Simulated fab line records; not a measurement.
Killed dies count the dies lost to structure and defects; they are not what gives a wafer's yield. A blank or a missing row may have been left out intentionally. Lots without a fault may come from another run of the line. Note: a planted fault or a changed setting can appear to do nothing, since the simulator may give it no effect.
Matching of chambers -- flow n5_finfet -- 4 sister chambers for N5_BEOL_M8_ETCH_65 on rie_diel-02
The step etches SiARC in CF4, target depth 15.6 nm, time 26 s. 16 wafers are shown with their chamber, then 8 later ones without.

== WAFERS, EACH WITH ITS CHAMBER ==
wafer,chamber,drypump_motor_current_A (A),showerhead_plenum_p_Torr (Torr),etch_rf_on_time_s (s)
L078.2,3,5.2,2.15,24.8
L078.4,0,4.9,2.13,25.7
L078.5,3,5.2,2.15,24.6
L080.2,3,5.2,2.15,24.9
L080.4,0,4.8,2.13,25.9
L080.5,0,4.9,2.13,26.0
L082.1,0,4.8,2.13,25.7
L082.4,2,6.3,2.25,26.5
L082.6,2,6.3,2.25,26.3
L085.1,2,6.3,2.25,26.5
L085.2,3,5.2,2.14,24.3
L085.3,0,4.8,2.12,25.8
L090.1,1,5.0,2.24,27.9
L090.2,3,5.2,2.14,24.6
L090.3,2,6.4,2.25,26.3
L095.1,2,6.4,2.24,26.6

SIGNATURES (means of the wafers above)
reading,chamber 0,chamber 1,chamber 2,chamber 3,scatter within a chamber
drypump_motor_current_A,4.840,5.000,6.340,5.200,0.0447
showerhead_plenum_p_Torr,2.1280,2.2400,2.2480,2.1460,0.00483
etch_rf_on_time_s,25.820,27.900,26.440,24.640,0.171
Rule: for each reading, subtract the chamber's mean from the wafer's reading, divide by that reading's scatter and square the result; add these up over the readings and take the root, which gives the wafer's distance from the chamber. The wafer belongs to the nearest chamber; if the next one is less than 2 further off, it can't be placed. The scatter: take each reading less its chamber's mean, square it, sum over the shown wafers, divide by the number of wafers less the number of chambers, and take the root.

== WAFERS WITHOUT THEIR CHAMBER ==
wafer,drypump_motor_current_A (A),showerhead_plenum_p_Torr (Torr),etch_rf_on_time_s (s)
L095.4,4.9,2.12,25.7
L095.6,5.2,2.14,24.5
L092.1,4.8,2.12,25.7
L092.3,5.0,2.24,28.5
L092.4,6.4,2.24,26.6
L096.1,4.8,2.12,26.1
L096.4,6.4,2.24,27.2
L096.6,5.2,2.13,25.0

== WHICH CHAMBER EACH ONE RAN IN ==
wafer,from the rows above,in truth
L095.4,0,0
L095.6,3,3
L092.1,0,0
L092.3,1,1
L092.4,2,2
L096.1,0,0
L096.4,2,2
L096.6,3,3
Correctly placed: 8 of 8. Not placeable from these rows: 0. Number placed wrongly: 0.
